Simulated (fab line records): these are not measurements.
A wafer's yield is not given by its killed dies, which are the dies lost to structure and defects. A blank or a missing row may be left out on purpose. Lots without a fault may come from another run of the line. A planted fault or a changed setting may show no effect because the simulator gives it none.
Comparing a struck lot with a sound one + flow nand_harc + 15 out of 1159 route steps
Sound: these wafers, L460.2, L460.3, L460.4. Struck: wafer L454.3. (L454.5 of the same lot was not struck and is left out.) The cause comes at the end.
For every step that has rows: the tool of each side, followed by ch and its chambers, followed by its first start. Under that, the readings that differ: sound wafers + struck wafers + difference of the means + sigmas: that difference in standard deviations of wafers without a fault.
alike: same words and numbers on both sides, and readings whose means sit less than 2 such deviations apart. not compared: any withheld reading, any reading some wafer has no value for, any bound like >300 that may hide the same value, and any number with overlapping values for which the record gives no deviation.
A row with sigmas, a row that says differs or no value, or rows on one side alone: a step with any of these is where the two part. Non-overlapping numbers with no deviation appear without sigmas and do not part them. A reading that every wafer of one side lacks parts them only if that side has two wafers or more.

NHARC_A_BLC_INSPECT_12:
  sound: defect_inspect-01 at day 21 01:12; struck: defect_inspect-02 at day 20 04:35
| reading          | sound    | struck | difference | sigmas |
|------------------|----------|--------|------------|--------|
| raw_defect_count | 42 53 40 | 7      | -38        | -3     |
NHARC_A_BLC_DESCUM_15: chemistry O2, time 3 s.
  sound on rie_diel-02 ch 0,1,3, day 21 01:16; struck on rie_diel-08 ch 2, day 20 04:41
| reading                | sound    | struck | difference | sigmas |
|------------------------|----------|--------|------------|--------|
| rf_hours_counter_h (h) | 13 14 14 | 64     | +50        |        |
  alike: drypump_motor_current_A, oes_product_au, rf_vpp_V, showerhead_plenum_p_Torr, throttle_valve_pct
then, 1 step without rows for these wafers: NHARC_A_BLC_ETCH_16 (etches the open film in CF4, target depth 39 nm, time 65 s).
NHARC_A_BLC_ETCH_17: etches the open film in N2/H2, target depth 390 nm, time 609.38 s.
  sound on rie_diel-02 ch 0,1,3; struck on rie_diel-08 ch 2
| reading                | sound    | struck | difference | sigmas |
|------------------------|----------|--------|------------|--------|
| rf_hours_counter_h (h) | 14 14 13 | 64     | +50        |        |
  alike: drypump_motor_current_A, oes_product_au, rf_vpp_V, showerhead_plenum_p_Torr, throttle_valve_pct
NHARC_A_BLC_ETCH_18: etches the open film in C4F8/O2/Ar, target depth 910 nm.
  sound on rie_diel-02 ch 0,1,3; struck on rie_diel-08 ch 3
| reading                | sound    | struck | difference | sigmas |
|------------------------|----------|--------|------------|--------|
| rf_hours_counter_h (h) | 14 13 15 | 66     | +52        |        |
  alike: oes_product_au, rf_vpp_V
NHARC_A_BLC_CD_MEAS_19:
  sound: cd_sem-01 at day 21 02:25; struck: cd_sem-03 at day 20 05:41
  alike: cd_nm
then, 1 step without rows for these wafers: NHARC_A_BLC_STRIP_29 (strips in CF4).
NHARC_A_BLC_STRIP_21: strips in O2.
  sound on rie_diel-09 ch 0,1, day 21 02:37; struck on rie_diel-02 ch 2, day 20 05:52
| reading                     | sound       | struck | difference | sigmas |
|-----------------------------|-------------|--------|------------|--------|
| drypump_motor_current_A (A) | 6.0 6.5 6.5 | 5.3    | -1.0       | -2     |
  alike: oes_product_au, rf_vpp_V, showerhead_plenum_p_Torr, throttle_valve_pct
  not compared: rf_hours_counter_h
then, 4 steps without rows for these wafers: NHARC_A_BLC_STRIP_22 (strips in post etch residue remover, time 600 s); NHARC_A_BLC_DEGAS_30 (time 60 s); NHARC_A_BLC_PRE_CLEAN_31 (time 15 s); NHARC_A_BLC_PVD_32 (deposits Ti, target thk 5 nm, time 17.7 s).
NHARC_A_BLC_ALD_23: deposits TiN, target thk 3 nm, pulse time 1 s, ald cycles 150.
  sound on ald_metal-01 ch 0,1,2, day 21 03:18; struck on ald_metal-03 ch 1, day 20 06:34
| reading    | sound       | struck | difference | sigmas |
|------------|-------------|--------|------------|--------|
| ald_cycles | 150 150 150 | 192    | +42        |        |
  alike: heater_power_w, precursor_pulse_height_rel
NHARC_A_BLC_CVD_24: deposits W, target thk 150 nm, time 434 s.
  sound on cvd_w-02 ch 0,1; struck on cvd_w-02 ch 0
  alike: heater_power_w, throttle_valve_pct
following that, these wafers have no rows for 1 step: NHARC_END_SORT_01.

## WHERE THEY PART
First at NHARC_A_BLC_INSPECT_12; last, within this record, at NHARC_A_BLC_STRIP_21. Later steps at which nothing parts them and some readings are alike: NHARC_A_BLC_ALD_23, NHARC_A_BLC_CVD_24.

WHY: what had been put in by the simulator
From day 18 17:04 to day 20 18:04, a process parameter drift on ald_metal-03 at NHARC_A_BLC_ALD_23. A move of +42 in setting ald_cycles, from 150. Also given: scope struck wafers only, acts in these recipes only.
